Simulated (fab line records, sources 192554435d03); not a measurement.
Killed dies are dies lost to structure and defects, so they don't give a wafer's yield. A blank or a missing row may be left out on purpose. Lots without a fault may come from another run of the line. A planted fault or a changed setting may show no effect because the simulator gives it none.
Which tool did it? | flow n5_finfet | 24 lots, 72 wafers sampled, at 6 steps of a route of 1938

WHAT THE GAUGES READ, wafer by wafer
N5_BEOL_M8_RS_MEAS_57: measures by four-point-probe.
lot  | measured     | on            | M8_RS (ohm/sq)
L074 | day 9 08:35  | film_metro-01 | 0.282 0.287 0.286
L076 | day 9 17:59  | film_metro-02 | 0.287 0.288 0.293
L075 | day 9 18:28  | film_metro-01 | 0.291 0.294 0.281
L077 | day 10 09:01 | film_metro-01 | 0.287 0.286 0.289
L079 | day 10 18:33 | film_metro-02 | 0.286 0.281 0.275
L078 | day 10 18:44 | film_metro-02 | 0.294 0.285 0.285
L080 | day 10 21:23 | film_metro-01 | 0.292 0.297 0.283
L081 | day 11 13:43 | film_metro-02 | 0.291 0.278 0.276
L082 | day 11 21:41 | film_metro-02 | 0.289 0.294 0.287
L083 | day 12 12:19 | film_metro-02 | 0.285 0.279 0.281
L084 | day 12 18:04 | film_metro-01 | 0.288 0.278 0.289
L087 | day 13 14:02 | film_metro-01 | 0.299 0.287 0.293
L085 | day 13 13:47 | film_metro-02 | 0.287 0.286 0.285
L086 | day 13 15:02 | film_metro-02 | 0.286 0.288 0.287
L088 | day 13 20:02 | film_metro-02 | 0.282 0.287 0.278
L090 | day 13 23:05 | film_metro-01 | 0.295 0.289 0.289
L089 | day 13 23:31 | film_metro-01 | 0.285 0.287 0.282
L091 | day 14 08:09 | film_metro-01 | 0.286 0.294 0.291
L092 | day 14 08:52 | film_metro-02 | 0.282 0.282 0.283
L093 | day 14 16:50 | film_metro-01 | 0.282 0.284 0.286
L094 | day 14 17:07 | film_metro-01 | 0.286 0.289 0.290
L095 | day 15 02:55 | film_metro-02 | 0.297 0.283 0.295
L096 | day 15 20:19 | film_metro-02 | 0.276 0.289 0.290
L097 | day 16 05:57 | film_metro-02 | 0.286 0.290 0.286

WHICH TOOL RAN EACH LOT (tool, then ch and the chambers of the sampled wafers, then the start)
lot  | N5_BEOL_M7_ETCH_41                            | N5_BEOL_M7_STRIP_80                           | N5_BEOL_M7_SURFACE_TREAT_79  | N5_BEOL_M7_ANNEAL_51             | N5_BEOL_M8_SURFACE_TREAT_79
L074 | rie_diel-03 ch 1,2,3, day 8 22:57 or earlier  | rie_diel-03 ch 1,2,3, day 8 22:57 or earlier  | pvd_sputter-02, day 8 22:57  | rtp_anneal-02 ch 0, day 8 23:30  | pvd_sputter-03, day 9 07:26
L076 | rie_diel-03 ch 1,2, day 9 08:52 or earlier    | rie_diel-03 ch 1,2, day 9 08:52 or earlier    | pvd_sputter-02, day 9 08:52  | rtp_anneal-01 ch 0, day 9 10:02  | pvd_sputter-03, day 9 16:34
L075 | rie_diel-04 ch 0,1,3, day 9 09:13 or earlier  | rie_diel-04 ch 0,1,3, day 9 09:13 or earlier  | pvd_sputter-03, day 9 09:13  | rtp_anneal-02 ch 0, day 9 10:07  | pvd_sputter-03, day 9 17:07
L077 | rie_diel-05 ch 0,1,3, day 10 00:16 or earlier | rie_diel-05 ch 0,1,3, day 10 00:16 or earlier | pvd_sputter-01, day 10 00:16 | rtp_anneal-01 ch 0, day 10 00:46 | pvd_sputter-03, day 10 07:29
L079 | rie_diel-05 ch 0,2,3, day 10 07:08 or earlier | rie_diel-05 ch 0,2,3, day 10 07:08 or earlier | pvd_sputter-02, day 10 07:08 | rtp_anneal-01 ch 0, day 10 07:42 | pvd_sputter-03, day 10 17:11
L078 | rie_diel-03 ch 0,3, day 10 07:56 or earlier   | rie_diel-03 ch 0,3, day 10 07:56 or earlier   | pvd_sputter-03, day 10 07:56 | rtp_anneal-02 ch 0, day 10 08:59 | pvd_sputter-03, day 10 17:18
L080 | rie_diel-04 ch 1,2,3, day 10 11:43 or earlier | rie_diel-04 ch 1,2,3, day 10 11:43 or earlier | pvd_sputter-01, day 10 11:43 | rtp_anneal-02 ch 0, day 10 12:15 | pvd_sputter-02, day 10 20:12
L081 | rie_diel-03 ch 1,3, day 11 05:05 or earlier   | rie_diel-03 ch 1,3, day 11 05:05 or earlier   | pvd_sputter-02, day 11 05:05 | rtp_anneal-01 ch 0, day 11 05:56 | pvd_sputter-01, day 11 11:17
L082 | rie_diel-03 ch 1,2,3, day 11 13:25 or earlier | rie_diel-03 ch 1,2,3, day 11 13:25 or earlier | pvd_sputter-02, day 11 13:25 | rtp_anneal-02 ch 0, day 11 13:50 | pvd_sputter-01, day 11 20:04
L083 | rie_diel-03 ch 1,3, day 11 21:40 or earlier   | rie_diel-03 ch 1,3, day 11 21:40 or earlier   | pvd_sputter-02, day 11 21:40 | rtp_anneal-02 ch 0, day 11 22:07 | pvd_sputter-01, day 12 10:16
L084 | rie_diel-03 ch 1,2,3, day 12 03:35 or earlier | rie_diel-03 ch 1,2,3, day 12 03:35 or earlier | pvd_sputter-03, day 12 03:35 | rtp_anneal-01 ch 0, day 12 04:10 | pvd_sputter-02, day 12 16:06
L087 | rie_diel-04 ch 0,2,3, day 13 00:54 or earlier | rie_diel-04 ch 0,2,3, day 13 00:54 or earlier | pvd_sputter-02, day 13 00:54 | rtp_anneal-02 ch 0, day 13 02:23 | pvd_sputter-02, day 13 12:49
L085 | rie_diel-04 ch 0,1,2, day 13 01:40 or earlier | rie_diel-04 ch 0,1,2, day 13 01:40 or earlier | pvd_sputter-01, day 13 01:40 | rtp_anneal-01 ch 0, day 13 02:37 | pvd_sputter-01, day 13 12:37
L086 | rie_diel-04 ch 1,2,3, day 13 04:16 or earlier | rie_diel-04 ch 1,2,3, day 13 04:16 or earlier | pvd_sputter-01, day 13 04:16 | rtp_anneal-01 ch 0, day 13 05:13 | pvd_sputter-02, day 13 13:10
L088 | rie_diel-03 ch 0,1,2, day 13 05:37 or earlier | rie_diel-03 ch 0,1,2, day 13 05:37 or earlier | pvd_sputter-03, day 13 05:37 | rtp_anneal-01 ch 0, day 13 06:16 | pvd_sputter-01, day 13 18:49
L090 | rie_diel-05 ch 1,2,3, day 13 12:52 or earlier | rie_diel-05 ch 1,2,3, day 13 12:52 or earlier | pvd_sputter-01, day 13 12:52 | rtp_anneal-02 ch 0, day 13 13:35 | pvd_sputter-01, day 13 21:26
L089 | rie_diel-03 ch 2,3, day 13 12:56 or earlier   | rie_diel-03 ch 2,3, day 13 12:56 or earlier   | pvd_sputter-02, day 13 12:56 | rtp_anneal-02 ch 0, day 13 13:56 | pvd_sputter-01, day 13 21:49
L091 | rie_diel-03 ch 0,1,2, day 14 00:50 or earlier | rie_diel-03 ch 0,1,2, day 14 00:50 or earlier | pvd_sputter-01, day 14 00:50 | rtp_anneal-01 ch 0, day 14 01:16 | pvd_sputter-02, day 14 06:56
L092 | rie_diel-04 ch 2,3, day 14 00:58 or earlier   | rie_diel-04 ch 2,3, day 14 00:58 or earlier   | pvd_sputter-01, day 14 00:58 | rtp_anneal-01 ch 0, day 14 01:49 | pvd_sputter-02, day 14 07:25
L093 | rie_diel-03 ch 0,1,2, day 14 04:44 or earlier | rie_diel-03 ch 0,1,2, day 14 04:44 or earlier | pvd_sputter-01, day 14 04:44 | rtp_anneal-01 ch 0, day 14 05:10 | pvd_sputter-02, day 14 15:11
L094 | rie_diel-04 ch 0,1,3, day 14 08:00 or earlier | rie_diel-04 ch 0,1,3, day 14 08:00 or earlier | pvd_sputter-03, day 14 08:00 | rtp_anneal-02 ch 0, day 14 08:25 | pvd_sputter-02, day 14 15:13
L095 | rie_diel-05 ch 0,1,3, day 14 15:11 or earlier | rie_diel-05 ch 0,1,3, day 14 15:11 or earlier | pvd_sputter-03, day 14 15:11 | rtp_anneal-01 ch 0, day 14 16:07 | pvd_sputter-03, day 15 01:44
L096 | rie_diel-04 ch 0,3, day 15 10:31 or earlier   | rie_diel-04 ch 0,3, day 15 10:31 or earlier   | pvd_sputter-02, day 15 10:31 | rtp_anneal-02 ch 0, day 15 10:56 | pvd_sputter-01, day 15 18:31
L097 | rie_diel-05 ch 0,1,3, day 15 18:14 or earlier | rie_diel-05 ch 0,1,3, day 15 18:14 or earlier | pvd_sputter-03, day 15 18:14 | rtp_anneal-01 ch 0, day 15 19:20 | pvd_sputter-01, day 16 04:16
- N5_BEOL_M7_ETCH_41: etches SiCN in CH3F/O2, target depth 31.9 nm, time 57.8 s.
- N5_BEOL_M7_STRIP_80: strips in N2/H2, time 10 s.
- N5_BEOL_M7_SURFACE_TREAT_79
- N5_BEOL_M7_ANNEAL_51: time 90 s.
- N5_BEOL_M8_SURFACE_TREAT_79

WHAT THE TOOLS THEMSELVES READ (means of the sampled wafers that have a number; where no wafer has one, the mark that the record gives instead)
N5_BEOL_M7_ETCH_41.
lot  | tool        | O2_flow_sccm (sccm) | drypump_motor_current_A (A) | oes_product_au (a.u.) | rf_vpp_V (V) | showerhead_plenum_p_Torr (Torr) | throttle_valve_pct (%)
L074 | rie_diel-03 | 20.04               | 5.7                         | 0.78                  | 296.9        | 1.97                            | 16.25
L076 | rie_diel-03 | 20.04               | 5.8                         | 0.83                  | 296.2        | 1.96                            | 16.12
L075 | rie_diel-04 | 19.98               | 6.0                         | 0.76                  | 298.1        | 2.03                            | 16.30
L077 | rie_diel-05 | 20.01               | 5.6                         | 0.79                  | 298.4        | 2.07                            | 16.41
L079 | rie_diel-05 | 19.96               | 5.5                         | 0.78                  | 298.7        | 2.06                            | 16.46
L078 | rie_diel-03 | 20.02               | 6.1                         | 0.72                  | 297.3        | 1.97                            | 16.42
L080 | rie_diel-04 | 19.97               | 6.4                         | 0.71                  | 296.8        | 1.99                            | 16.37
L081 | rie_diel-03 | 20.00               | 5.7                         | 0.75                  | 297.0        | 1.96                            | 16.37
L082 | rie_diel-03 | 20.03               | 5.7                         | 0.76                  | 297.1        | 1.96                            | 16.29
L083 | rie_diel-03 | 19.99               | 5.7                         | 0.74                  | 297.2        | 1.96                            | 16.39
L084 | rie_diel-03 | 20.03               | 5.7                         | 0.76                  | 296.9        | 1.96                            | 16.30
L087 | rie_diel-04 | 20.02               | 6.1                         | 0.74                  | 297.4        | 2.02                            | 16.29
L085 | rie_diel-04 | 19.95               | 6.0                         | 0.75                  | 298.4        | 2.02                            | 16.34
L086 | rie_diel-04 | 20.00               | 6.4                         | 0.71                  | 296.9        | 1.98                            | 16.39
L088 | rie_diel-03 | 20.01               | 5.9                         | 0.75                  | 296.9        | 1.96                            | 16.26
L090 | rie_diel-05 | 20.01               | 5.7                         | 0.74                  | 298.1        | 2.07                            | 16.47
L089 | rie_diel-03 | 20.09               | 5.6                         | 0.69                  | 296.8        | 1.97                            | 16.43
L091 | rie_diel-03 | 20.01               | 6.0                         | 0.75                  | 296.5        | 1.96                            | 16.28
L092 | rie_diel-04 | 20.01               | 6.4                         | 0.69                  | 297.1        | 1.98                            | 16.34
L093 | rie_diel-03 | 19.94               | 6.0                         | 0.76                  | 296.7        | 1.96                            | 16.29
L094 | rie_diel-04 | 19.91               | 6.0                         | 0.74                  | 298.3        | 2.02                            | 16.36
L095 | rie_diel-05 | 19.96               | 5.6                         | 0.75                  | 298.5        | 2.06                            | 16.47
L096 | rie_diel-04 | 20.00               | 5.8                         | 0.75                  | 297.9        | 2.06                            | 16.25
L097 | rie_diel-05 | 20.02               | 5.6                         | 0.74                  | 298.1        | 2.06                            | 16.50

N5_BEOL_M7_STRIP_80.
lot  | tool        | drypump_motor_current_A (A) | oes_product_au (a.u.) | rf_vpp_V (V) | showerhead_plenum_p_Torr (Torr) | throttle_valve_pct (%)
L074 | rie_diel-03 | 5.7                         | 0.77                  | 58.9         | 2.50                            | 23.64
L076 | rie_diel-03 | 5.9                         | 0.83                  | 59.7         | 2.49                            | 23.70
L075 | rie_diel-04 | 6.0                         | 0.76                  | 59.4         | 2.59                            | 23.68
L077 | rie_diel-05 | 5.6                         | 0.78                  | 59.4         | 2.63                            | 23.86
L079 | rie_diel-05 | 5.5                         | 0.79                  | 60.0         | 2.62                            | 23.93
L078 | rie_diel-03 | 6.1                         | 0.71                  | 59.0         | 2.50                            | 23.60
L080 | rie_diel-04 | 6.4                         | 0.72                  | 58.5         | 2.53                            | 23.78
L081 | rie_diel-03 | 5.8                         | 0.75                  | 58.7         | 2.50                            | 23.71
L082 | rie_diel-03 | 5.7                         | 0.76                  | 59.2         | 2.50                            | 23.66
L083 | rie_diel-03 | 5.7                         | 0.74                  | 59.4         | 2.49                            | 23.73
L084 | rie_diel-03 | 5.7                         | 0.76                  | 59.4         | 2.49                            | 23.67
L087 | rie_diel-04 | 6.1                         | 0.73                  | 58.9         | 2.57                            | 23.65
L085 | rie_diel-04 | 6.0                         | 0.75                  | 59.2         | 2.57                            | 23.74
L086 | rie_diel-04 | 6.4                         | 0.71                  | 59.7         | 2.52                            | 23.80
L088 | rie_diel-03 | 5.9                         | 0.76                  | 58.3         | 2.49                            | 23.65
L090 | rie_diel-05 | 5.7                         | 0.75                  | 60.0         | 2.64                            | 23.77
L089 | rie_diel-03 | 5.6                         | 0.69                  | 59.2         | 2.50                            | 23.63
L091 | rie_diel-03 | 6.0                         | 0.75                  | 59.0         | 2.49                            | 23.66
L092 | rie_diel-04 | 6.5                         | 0.69                  | 58.9         | 2.52                            | 23.72
L093 | rie_diel-03 | 6.0                         | 0.75                  | 58.5         | 2.49                            | 23.66
L094 | rie_diel-04 | 6.0                         | 0.73                  | 58.8         | 2.57                            | 23.73
L095 | rie_diel-05 | 5.6                         | 0.75                  | 58.8         | 2.62                            | 23.91
L096 | rie_diel-04 | 5.8                         | 0.75                  | 59.1         | 2.62                            | 23.59
L097 | rie_diel-05 | 5.6                         | 0.75                  | 59.5         | 2.61                            | 23.91

N5_BEOL_M7_ANNEAL_51.
lot  | tool          | wafer_temp_C_max
L074 | rtp_anneal-02 | 226.22
L076 | rtp_anneal-01 | 226.38
L075 | rtp_anneal-02 | 225.94
L077 | rtp_anneal-01 | 225.85
L079 | rtp_anneal-01 | 226.30
L078 | rtp_anneal-02 | 225.96
L080 | rtp_anneal-02 | 226.02
L081 | rtp_anneal-01 | 226.15
L082 | rtp_anneal-02 | 226.45
L083 | rtp_anneal-02 | 225.97
L084 | rtp_anneal-01 | 226.04
L087 | rtp_anneal-02 | 225.98
L085 | rtp_anneal-01 | 226.57
L086 | rtp_anneal-01 | 226.12
L088 | rtp_anneal-01 | 226.07
L090 | rtp_anneal-02 | 226.02
L089 | rtp_anneal-02 | 226.26
L091 | rtp_anneal-01 | 226.29
L092 | rtp_anneal-01 | 226.22
L093 | rtp_anneal-01 | 226.45
L094 | rtp_anneal-02 | 225.92
L095 | rtp_anneal-01 | 226.23
L096 | rtp_anneal-02 | 226.14
L097 | rtp_anneal-01 | 225.84

THE ANSWER, worked out from the rows above alone
Rule: what is usual is taken from the lots themselves. Put in order of their means at a reading, lots are off if they are a third of the lots or fewer, leave a main group of 4 or more, and stand apart from it by a gap of 3 or more times the standard deviation of the main group's means; of several such gaps the widest counts. A main group whose means are all the same, to the digits that the tables above print for the reading, isn't used. A lot without any number at a reading at which 4 lots or more have one is off too. The other lots that the step has rows for count as sound. The gauges are gone through in route order, then the tools' own readings, and for those a lot's mean is taken as printed above. The first step at which some lot is off is used, and at that step the reading that is off furthest; a lot without a number counts as furthest.
No lot is off at any reading shown: from this, nothing can be told.

WHAT THE SIMULATOR HAD PUT IN
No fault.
